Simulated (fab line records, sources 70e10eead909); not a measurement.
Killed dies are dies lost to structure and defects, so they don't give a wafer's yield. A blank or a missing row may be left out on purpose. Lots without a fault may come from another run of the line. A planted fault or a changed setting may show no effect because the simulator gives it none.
Which tool did it? | flow nand_harc | 11 lots, 33 wafers sampled, at 2 steps of a route of 1302

WHAT THE GAUGES READ, wafer by wafer
NHARC_A_CHANNEL_HOLE_D1_CD_MEAS_18.
lot  | measured     | on        | cd_nm (nm)
L728 | day 8 18:24  | cd_sem-03 | 94 99 96
L729 | day 8 18:46  | cd_sem-01 | 104 101 100
L734 | day 11 05:20 | cd_sem-02 | 96 103 102
L737 | day 12 02:55 | cd_sem-03 | 108 100 106
L736 | day 12 04:49 | cd_sem-01 | 102 104 99
L738 | day 12 18:16 | cd_sem-02 | 103 102 106
L739 | day 13 03:35 | cd_sem-02 | 100 103 99
L740 | day 13 17:31 | cd_sem-02 | 107 102 101
L749 | day 17 02:41 | cd_sem-02 | 99 101 102
L750 | day 17 16:17 | cd_sem-01 | 104 101 98
L751 | day 17 19:57 | cd_sem-02 | 97 100 96

WHICH TOOL RAN EACH LOT (tool, then ch and the chambers of the sampled wafers, then the start)
lot  | NHARC_A_CHANNEL_HOLE_D1_DESCUM_15
L728 | rie_diel-01 ch 0,1,2, day 8 16:55
L729 | rie_diel-11 ch 0,3, day 8 17:40
L734 | rie_diel-02 ch 0,1,3, day 11 04:11
L737 | rie_diel-11 ch 0,1,3, day 12 01:48
L736 | rie_diel-11 ch 0,1,2, day 12 03:44
L738 | rie_diel-11 ch 0,1,2, day 12 17:10
L739 | rie_diel-11 ch 1,2, day 13 02:29
L740 | rie_diel-11 ch 0,1,2, day 13 16:12
L749 | rie_diel-11 ch 1,2,3, day 17 01:23
L750 | rie_diel-11 ch 0,2,3, day 17 15:12
L751 | rie_diel-02 ch 0,1, day 17 18:49
- NHARC_A_CHANNEL_HOLE_D1_DESCUM_15: chemistry O2, time 3 s.

THE ANSWER, worked out from the rows above alone
Rule: what is usual is taken from the lots themselves. Put in order of their means at a reading, lots are off if they are a third of the lots or fewer, leave a main group of 4 or more, and stand apart from it by a gap of 3 or more times the standard deviation of the main group's means; of several such gaps the widest counts. A main group whose means are all the same, to the digits that the tables above print for the reading, isn't used. A lot without any number at a reading at which 4 lots or more have one is off too. The other lots that the step has rows for count as sound.
No lot is off at any reading shown: from this, nothing can be told.

WHAT THE SIMULATOR HAD PUT IN
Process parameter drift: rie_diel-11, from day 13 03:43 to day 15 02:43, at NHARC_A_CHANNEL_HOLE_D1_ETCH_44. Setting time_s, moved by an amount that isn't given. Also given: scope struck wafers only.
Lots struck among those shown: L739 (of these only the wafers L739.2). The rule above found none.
